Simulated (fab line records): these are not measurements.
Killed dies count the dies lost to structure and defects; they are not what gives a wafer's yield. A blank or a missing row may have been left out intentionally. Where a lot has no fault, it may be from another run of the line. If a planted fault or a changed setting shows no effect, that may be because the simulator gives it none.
Chamber matching    flow nand-harc    NHARC_A_CONTACT_DEP_24 on pecvd-03 has 3 sister chambers
The step deposits SiO2, target thk 500 nm. 3 wafers are shown with their chamber, then 11 later ones without.

== EACH WAFER AND ITS CHAMBER ==
wafer   chamber  heater-power-w (W)
L087.4  1        667
L087.6  2        429
L088.4  0        661

== WAFERS WITH NO CHAMBER GIVEN ==
wafer   heater-power-w (W)
L088.5  514
L088.6  791
L090.1  703
L090.2  493
L090.6  514
L092.1  644
L092.4  441
L092.5  762
L095.1  723
L095.3  517
L095.6  383

== THE CHAMBER EACH PASSED THROUGH ==
wafer   from the rows above           in truth
L088.5  can't be placed: 2 or 0 or 1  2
L088.6  can't be placed: 1 or 0       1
L090.1  can't be placed: 1 or 0       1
L090.2  can't be placed: 2 or 0 or 1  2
L090.6  can't be placed: 2 or 0 or 1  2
L092.1  can't be placed: 0 or 1       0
L092.4  2                             2
L092.5  can't be placed: 1 or 0       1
L095.1  can't be placed: 1 or 0       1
L095.3  can't be placed: 2 or 0 or 1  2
L095.6  2                             2
Correct placement for 2 of the 11. Cannot be placed on the basis of these rows: 9; the candidates contain the true chamber in 9. Wrongly placed: 0.
How it was worked out, from the rows above alone: a wafer's distance from a chamber is the root of the sum, over the readings, of the square of ((its reading less the chamber's mean) divided by the reading's scatter). If the next closest chamber is less than 2 further off than the closest, the wafer can't be placed; otherwise it belongs to the closest. For every chamber, the mean is computed from those of its wafers that are shown. The scatter: root of mean squared gap, hidden wafer to nearest shown wafer, with one shown wafer a chamber.
